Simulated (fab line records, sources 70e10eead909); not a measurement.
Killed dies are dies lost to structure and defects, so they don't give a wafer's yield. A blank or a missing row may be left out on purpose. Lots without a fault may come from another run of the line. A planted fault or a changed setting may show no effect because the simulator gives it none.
Chamber matching | flow nand_harc | NHARC_A_CONTACT_ETCH_97 on rie_diel-11: 4 sister chambers
The step etches the open film in C4F6/O2, target depth 20 nm, time 10 s. 8 wafers are shown with their chamber, then 8 later ones without.

WAFERS WITH THEIR CHAMBER
wafer  | chamber | showerhead_plenum_p_Torr (Torr) | rf_vpp_V (V)
L915.5 | 0       | 4.01                            | 549.1
L922.1 | 2       | 4.03                            | 549.9
L923.2 | 2       | 4.02                            | 548.6
L923.5 | 0       | 4.00                            | 547.9
L924.1 | 3       | 4.21                            | 552.4
L924.3 | 1       | 4.21                            | 552.0
L924.6 | 3       | 4.21                            | 552.8
L928.1 | 1       | 4.20                            | 553.9

WAFERS WITHOUT THEIR CHAMBER
wafer  | showerhead_plenum_p_Torr (Torr) | rf_vpp_V (V)
L928.3 | 4.20                            | 551.7
L928.5 | 4.00                            | 547.2
L929.2 | 4.02                            | 548.3
L929.4 | 4.20                            | 550.6
L929.6 | 4.00                            | 549.4
L930.2 | 4.02                            | 548.7
L930.4 | 4.20                            | 552.9
L930.5 | 3.99                            | 547.6

WHICH CHAMBER EACH WENT THROUGH
wafer  | from the rows above     | in truth
L928.3 | can't be placed: 1 or 3 | 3
L928.5 | 0                       | 0
L929.2 | can't be placed: 2 or 0 | 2
L929.4 | can't be placed: 1 or 3 | 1
L929.6 | 0                       | 0
L930.2 | can't be placed: 2 or 0 | 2
L930.4 | can't be placed: 1 or 3 | 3
L930.5 | 0                       | 0
Placed correctly: 3 of 8. Can't be placed from these rows: 5 (the true chamber is among the candidates in 5). Placed wrongly: 0.
How it was worked out, from the rows above alone: a wafer's distance from a chamber is the root of the sum, over the readings, of the square of ((its reading less the chamber's mean) divided by the reading's scatter). The wafer belongs to the nearest chamber; if the next one is less than 2 further off, it can't be placed. A chamber's mean is the mean of its shown wafers. The scatter: the root of (the sum of the squares of (reading less its chamber's mean) over the shown wafers, divided by (wafers less chambers)).
